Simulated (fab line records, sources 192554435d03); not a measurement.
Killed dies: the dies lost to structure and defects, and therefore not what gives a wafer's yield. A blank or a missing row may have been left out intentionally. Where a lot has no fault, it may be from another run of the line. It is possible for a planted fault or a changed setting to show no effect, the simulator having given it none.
Problem report, 8D (eight disciplines) form, completed by code    flow n5Finfet    the parts of the form that need people (team, actions taken, sign-off) are left out

1. THE ISSUE
At N5_PASSIVATION_PECVD_53, runLengthS averages 204.0 s over 3 wafers from 2 lots, while fault-free wafers read 197.2 s, standard deviation 0.5. Measured from the usual mean, that is +14 standard deviations.
The step: deposits SiO2 from TEOS/O2, target thk 800 nm, time 169.4 s.
Earliest sighting: wafer L895.3 on pecvd-02 at day 14 03:21. At this step, 16 wafers from 6 lots have a number in the record. By rule, "out" or "out of limits" means more than 4 standard deviations away from the usual mean. The rest of the wafers with a number are treated as sound.

2. WHAT IT IS; WHAT IT IS NOT
question                     is                      is not
which readings at this step  runLengthS              susceptorTempC
which lots                   L895, L900              L892, L905, L907, L909
which wafers of those lots   L895.3, L895.5, L900.5  L900.2
read on which tools          pecvd-02                pecvd-03
when                         from day 14 03:21       up to then (3 sound wafers); but 10 sound wafers of L900, L905, L907, L909 came after

3. THE SUSPECTS, EACH WITH WHAT RULES IT OUT
Counting: if a tool at a process step up to the reading ran every lot that is out, it stays a suspect. Sound lots after the first of them don't rule it out here, since some wafers of a struck lot are sound.
- pecvd-02 at N5_PASSIVATION_PECVD_53 (deposits SiO2 from TEOS/O2, target thk 800 nm, time 169.4 s): kept. It ran every lot that is out, first L895 (day 14 03:21). On those wafers its own readings are out: runLengthS.
Left after counting: pecvd-02 at N5_PASSIVATION_PECVD_53.

4. THE CAUSE (what the simulator had put in)
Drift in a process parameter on pecvd-02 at N5_PASSIVATION_PECVD_53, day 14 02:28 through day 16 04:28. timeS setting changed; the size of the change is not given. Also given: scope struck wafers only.
This tool alone remained once counting was done.

5. THE CHAIN OF EFFECTS, in route order
One row per reading whose mean, taken over the struck wafers that have a number, lies over 3 standard deviations from the usual. Only readings whose record carries a usual standard deviation are examined. hours: median over the lots of the time between each lot's start at the first step of this table that gives one and its start at this step. sigmas: the change, counted in usual standard deviations.
hours  step                     reading     usual    on struck wafers  change  sigmas
0      N5_PASSIVATION_PECVD_53  runLengthS  197.2 s  204.0             +6.8    +14
It contains these process steps:
- N5_PASSIVATION_PECVD_53: deposits SiO2 from TEOS/O2, target thk 800 nm, time 169.4 s.

6. HOW IT WOULD HAVE BEEN CAUGHT EARLIER
In this record the first reading out of limits was taken at day 14 03:21, 1 hour after the fault began at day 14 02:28.
